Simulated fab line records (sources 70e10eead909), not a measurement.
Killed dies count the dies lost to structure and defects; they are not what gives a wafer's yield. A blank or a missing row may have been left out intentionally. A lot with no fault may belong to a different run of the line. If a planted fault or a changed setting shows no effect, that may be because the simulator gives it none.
Chamber matching -- flow nand_harc -- NHARC_A_STAIRCASE_DESCUM_252 on rie_diel-03: 4 sister chambers
The step chemistry O2, time 3 s. 20 wafers are shown with their chamber, then 10 later ones without.

WAFERS WITH THEIR CHAMBER
wafer,chamber,drypump_motor_current_A (A),showerhead_plenum_p_Torr (Torr),oes_product_au (a.u.)
L076.2,1,5.8,2.06,1.008
L076.5,0,5.2,1.78,0.997
L076.6,1,5.8,2.06,1.002
L082.3,1,5.8,2.05,1.006
L082.4,0,5.2,1.77,1.007
L082.6,0,5.2,1.77,1.007
L082.1,3,5.6,1.89,1.001
L082.2,2,5.4,1.94,1.015
L082.5,1,5.8,2.05,0.995
L085.1,0,5.2,2.07,0.976
L085.2,3,5.6,1.89,0.987
L085.4,1,5.8,2.05,0.989
L092.4,0,5.2,2.07,0.978
L092.5,1,5.8,2.04,0.993
L092.6,0,5.2,2.07,0.976
L091.1,2,5.3,1.93,1.004
L091.2,3,5.6,1.88,1.007
L091.3,0,5.2,2.07,0.981
L096.1,0,5.2,2.06,0.979
L096.5,0,5.2,2.06,0.968

SIGNATURES (averages over the wafers above)
reading,chamber 0,chamber 1,chamber 2,chamber 3,scatter within a chamber
drypump_motor_current_A,5.200,5.800,5.350,5.600,0.0177
showerhead_plenum_p_Torr,1.9689,2.0517,1.9350,1.8867,0.104
oes_product_au,0.98544,0.99883,1.00950,0.99833,0.0118
Rule: a wafer lies at a distance from a chamber equal to the root of the sum of squares, over the readings, of (its reading less the chamber's mean, divided by the reading's scatter). If the next closest chamber is less than 2 further off than the closest, the wafer can't be placed; otherwise it belongs to the closest. The scatter is the square root of a quotient: the sum, over the shown wafers, of each reading's squared deviation from its chamber's mean, divided by wafers minus chambers.

WAFERS WITHOUT THEIR CHAMBER
wafer,drypump_motor_current_A (A),showerhead_plenum_p_Torr (Torr),oes_product_au (a.u.)
L096.6,5.8,2.04,1.001
L096.2,5.8,2.04,1.003
L096.3,5.3,1.92,0.998
L096.4,5.6,1.88,1.009
L095.1,5.9,2.04,1.010
L095.2,5.6,1.88,1.011
L095.4,5.2,2.06,0.981
L095.3,5.4,1.92,1.008
L095.5,5.6,1.88,1.016
L095.6,5.2,2.06,0.975

WHICH CHAMBER EACH ONE RAN IN
wafer,from the rows above,in truth
L096.6,1,1
L096.2,1,1
L096.3,2,2
L096.4,3,3
L095.1,1,1
L095.2,3,3
L095.4,0,0
L095.3,2,2
L095.5,3,3
L095.6,0,0
Placed correctly: 10 of 10. Can't be placed from these rows: 0. 0 placed wrongly.
